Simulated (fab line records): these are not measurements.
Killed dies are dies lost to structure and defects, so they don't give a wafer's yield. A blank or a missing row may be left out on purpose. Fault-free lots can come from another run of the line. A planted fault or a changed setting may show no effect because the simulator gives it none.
Matching of chambers | flow n5-finfet | 4 sister chambers for N5_GATE_CUT_ETCH_58 on rie-diel-04
The step etches SiNx in CH3F/O2, target depth 17 nm, time 128.6 s. 18 wafers are shown with their chamber, then 9 later ones without.

== EACH WAFER AND ITS CHAMBER ==
wafer  | chamber | drypump-motor-current-A (A) | showerhead-plenum-p-Torr (Torr) | throttle-valve-pct (%)
L074.2 | 0       | 6.5                         | 2.12                            | 16.45
L074.5 | 0       | 6.5                         | 2.12                            | 16.47
L074.6 | 1       | 6.5                         | 1.99                            | 16.13
L076.1 | 3       | 5.4                         | 1.96                            | 16.00
L076.2 | 0       | 6.6                         | 2.12                            | 16.47
L076.4 | 2       | 5.6                         | 2.01                            | 15.88
L078.1 | 3       | 5.4                         | 1.96                            | 16.02
L078.3 | 2       | 5.6                         | 2.01                            | 15.89
L078.5 | 2       | 5.6                         | 2.01                            | 15.92
L080.1 | 2       | 5.6                         | 2.01                            | 15.90
L080.2 | 3       | 5.4                         | 1.96                            | 16.04
L080.6 | 2       | 5.6                         | 2.01                            | 15.90
L085.2 | 0       | 6.5                         | 2.12                            | 16.51
L085.4 | 1       | 6.5                         | 1.99                            | 16.19
L085.5 | 0       | 6.6                         | 2.11                            | 16.50
L087.1 | 0       | 6.6                         | 2.11                            | 16.50
L087.3 | 3       | 5.4                         | 1.95                            | 16.05
L087.4 | 3       | 5.4                         | 1.95                            | 16.04

SIGNATURES (averages over the wafers above)
reading                  | chamber 0 | chamber 1 | chamber 2 | chamber 3 | scatter within a chamber
drypump-motor-current-A  | 6.550     | 6.500     | 5.600     | 5.400     | 0.0327
showerhead-plenum-p-Torr | 2.1167    | 1.9900    | 2.0100    | 1.9560    | 0.00425
throttle-valve-pct       | 16.4833   | 16.1600   | 15.8980   | 16.0300   | 0.0224
Rule: a wafer's distance from a chamber is the root of the sum, over the readings, of the square of ((its reading less the chamber's mean) divided by the reading's scatter). The wafer belongs to the nearest chamber; if the next one is less than 2 further off, it can't be placed. How the scatter is found: for the shown wafers, subtract from each reading the mean of its chamber, square and add these, divide the total by (wafers less chambers), then take the root.

== WAFERS WITHOUT THEIR CHAMBER ==
wafer  | drypump-motor-current-A (A) | showerhead-plenum-p-Torr (Torr) | throttle-valve-pct (%)
L093.1 | 5.6                         | 2.00                            | 15.94
L093.4 | 5.4                         | 1.95                            | 16.08
L093.6 | 6.5                         | 1.98                            | 16.20
L095.3 | 6.5                         | 1.98                            | 16.21
L095.5 | 6.6                         | 1.98                            | 16.21
L095.6 | 6.5                         | 2.11                            | 16.53
L096.1 | 5.4                         | 1.95                            | 16.08
L096.4 | 6.6                         | 2.11                            | 16.53
L096.5 | 5.4                         | 1.95                            | 16.09

== CHAMBER TAKEN BY EACH ==
wafer  | from the rows above | in truth
L093.1 | 2                   | 2
L093.4 | 3                   | 3
L093.6 | 1                   | 1
L095.3 | 1                   | 1
L095.5 | 1                   | 1
L095.6 | 0                   | 0
L096.1 | 3                   | 3
L096.4 | 0                   | 0
L096.5 | 3                   | 3
Correctly placed: 9 of 9. Number that these rows cannot place: 0. Placed wrongly: 0.
